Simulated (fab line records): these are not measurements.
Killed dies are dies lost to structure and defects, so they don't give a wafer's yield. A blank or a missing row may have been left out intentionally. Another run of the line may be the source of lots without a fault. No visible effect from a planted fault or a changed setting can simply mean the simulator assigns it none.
A lot that was struck, set against a sound lot ; flow n5_finfet ; 15 out of 1938 route steps
Sound: the wafers L101.2, L101.3, L101.6. Struck: wafer L120.2. (L120.3, L120.6 of the same lot were not struck and are left out.) The cause comes at the end.
For every step that has rows: the tool of each side, followed by ch and its chambers, followed by its first start. Under that, the readings that differ: sound wafers ; struck wafers ; difference of the means ; sigmas: that difference in standard deviations of wafers without a fault.
alike: same words and numbers on both sides, and readings whose means sit less than 2 such deviations apart. not compared: any withheld reading, any reading some wafer has no value for, any bound like >300 that may hide the same value, and any number with overlapping values for which the record gives no deviation.
A row with sigmas, a row that says differs or no value, or rows on one side alone: a step with any of these is where the two part. When numbers do not overlap yet have no deviation, they are printed without sigmas and do not part them. A reading missing from all wafers of one side parts the sides only when that side holds two or more wafers.

first, 2 steps without rows for these wafers: N5_BEOL_M5_SPUTTER_81 (material Cu, target thk 15 nm, time 27.62 s); N5_BEOL_M5_ANNEAL_82 (time 1800 s).
N5_BEOL_M5_SPUTTER_83: material Cu, target thk 15 nm, time 27.62 s.
  sound: pvd_sputter-03 at day 8 16:46; struck: pvd_sputter-01 at day 13 07:28
  alike: chuck_sensor_temp_C, throttle_valve_pct
N5_BEOL_M5_ANNEAL_84: time 1800 s.
  sound: pvd_sputter-03 at day 8 16:51; struck: pvd_sputter-01 at day 13 07:33
  alike: heater_power_w
then, 1 step without rows for these wafers: N5_BEOL_M5_SPUTTER_88 (material Cu, target thk 15 nm, time 27.62 s).
N5_BEOL_M5_ANNEAL_89: time 1800 s.
  sound: pvd_sputter-03 at day 8 17:56; struck: pvd_sputter-01 at day 13 08:38
  alike: heater_power_w
then, 2 steps without rows for these wafers: N5_BEOL_M5_SPUTTER_90 (material Cu, target thk 4.5 nm, time 8.29 s); N5_BEOL_M5_ECD_50 (material Cu, target thk 300 nm).
N5_BEOL_M5_ANNEAL_51: time 90 s.
  sound on rtp_anneal-02 ch 0, day 8 19:12; struck on rtp_anneal-02 ch 0, day 13 09:53
  alike: wafer_temp_C_max
then, 1 step without rows for these wafers: N5_BEOL_M5_CMP_52 (polishes, stops on SiCOH lowk, t overpolish 6.9 s, target thk 62 nm).
N5_BEOL_M5_THK_MEAS_53: measures by xrf.
  sound: film_metro-02 at day 8 19:46; struck: film_metro-01 at day 13 10:26
  alike: M5_THK
N5_BEOL_M5_PRE_CLEAN_77: time 15 s.
  sound on cvd_co-01 ch 1,2, day 8 19:48; struck on cvd_co-02 ch 0, day 13 10:29
  alike: heater_power_w
N5_BEOL_M5_CO_CAP_78: material Co, precursor CCTBA/H2, target thk 2 nm, time 102.1 s.
  sound on cvd_co-01 ch 1,2, day 8 19:50; struck on cvd_co-02 ch 0, day 13 10:31
reading;sound;struck;difference;sigmas
run_length_s (s);124.7 125.6 125.9;102.7;-22.7;-38
model.Co_of_BEOL_M5_CO_CAP_78.thk_nm (nm);2 2.2 2.2;1.6;-0.5;
  alike: heater_power_w
then, 2 steps without rows for these wafers: N5_BEOL_M5_PRE_CLEAN_55 (time 15 s); N5_PASSIVATION_PROBE_49.

WHERE THEY PART
Only at N5_BEOL_M5_CO_CAP_78, within this record.

WHY: whatever the simulator had introduced
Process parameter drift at N5_BEOL_M5_CO_CAP_78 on cvd_co-02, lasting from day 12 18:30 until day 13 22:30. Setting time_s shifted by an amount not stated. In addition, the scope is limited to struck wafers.
